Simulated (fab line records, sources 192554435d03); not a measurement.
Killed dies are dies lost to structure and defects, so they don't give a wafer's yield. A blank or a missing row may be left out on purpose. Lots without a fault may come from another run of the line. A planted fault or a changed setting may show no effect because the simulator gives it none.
Which tool did it? | flow n5_finfet | 10 lots, 30 wafers sampled, at 2 steps of a route of 1938

WHAT THE GAUGES READ, wafer by wafer
N5_MIM_BOT_LITHO_OVL_MEAS_11.
lot  | measured     | on         | MIM_BOT_OVL (nm)
L924 | day 12 13:17 | overlay-01 | -9 -13 -10
L925 | day 12 19:10 | overlay-02 | 12 8 2
L926 | day 12 14:29 | overlay-01 | 11 8 7
L929 | day 13 12:35 | overlay-01 | -9 -5 -4
L930 | day 13 18:59 | overlay-02 | 6 0 3
L931 | day 14 01:38 | overlay-01 | 4 4 -1
L941 | day 16 01:52 | overlay-02 | 3 6 7
L942 | day 16 23:41 | overlay-02 | -4 0 4
L943 | day 17 10:43 | overlay-02 | -7 -7 1
L945 | day 17 21:13 | overlay-01 | -3 -5 -2

WHICH TOOL RAN EACH LOT (tool, then ch and the chambers of the sampled wafers, then the start)
lot  | N5_GATE_CUT_VAPOR_ETCH_60
L924 | rie_metal-01 ch 0,1, day 4 13:55
L925 | rie_metal-02 ch 0, day 4 22:32
L926 | rie_metal-02 ch 0,1, day 5 04:52
L929 | rie_metal-02 ch 0,1, day 6 00:20
L930 | rie_metal-03 ch 1, day 6 04:02
L931 | rie_metal-02 ch 0,1, day 6 10:20
L941 | rie_metal-02 ch 0,1, day 9 01:49
L942 | rie_metal-03 ch 0,1, day 9 03:44
L943 | rie_metal-03 ch 0,1, day 9 10:11
L945 | rie_metal-02 ch 0,1, day 9 20:49
- N5_GATE_CUT_VAPOR_ETCH_60: etches HfO2 in BCl3/Cl2.

WHAT THE TOOLS THEMSELVES READ (means of the sampled wafers that have a number; where no wafer has one, the mark that the record gives instead)
N5_GATE_CUT_VAPOR_ETCH_60.
lot  | tool         | drypump_motor_current_A (A) | he_backside_leak_sccm (sccm) | oes_product_au (a.u.)
L924 | rie_metal-01 | 5.7                         | 3.10                         | 0.78
L925 | rie_metal-02 | 5.2                         | 3.20                         | 0.80
L926 | rie_metal-02 | 5.6                         | 3.36                         | 0.91
L929 | rie_metal-02 | 5.4                         | 3.35                         | 0.85
L930 | rie_metal-03 | 6.0                         | 3.27                         | 0.79
L931 | rie_metal-02 | 5.5                         | 3.40                         | 0.89
L941 | rie_metal-02 | 5.5                         | 3.33                         | 0.86
L942 | rie_metal-03 | 6.3                         | 3.41                         | 0.70
L943 | rie_metal-03 | 6.1                         | 3.31                         | 0.74
L945 | rie_metal-02 | 5.4                         | 3.42                         | 0.81

THE ANSWER, worked out from the rows above alone
Rule: what is usual is taken from the lots themselves. Put in order of their means at a reading, lots are off if they are a third of the lots or fewer, leave a main group of 4 or more, and stand apart from it by a gap of 3 or more times the standard deviation of the main group's means; of several such gaps the widest counts. A main group whose means are all the same, to the digits that the tables above print for the reading, isn't used. A lot without any number at a reading at which 4 lots or more have one is off too. The other lots that the step has rows for count as sound. The gauges are gone through in route order, then the tools' own readings, and for those a lot's mean is taken as printed above. The first step at which some lot is off is used, and at that step the reading that is off furthest; a lot without a number counts as furthest.
No lot is off at any reading shown: from this, nothing can be told.

WHAT THE SIMULATOR HAD PUT IN
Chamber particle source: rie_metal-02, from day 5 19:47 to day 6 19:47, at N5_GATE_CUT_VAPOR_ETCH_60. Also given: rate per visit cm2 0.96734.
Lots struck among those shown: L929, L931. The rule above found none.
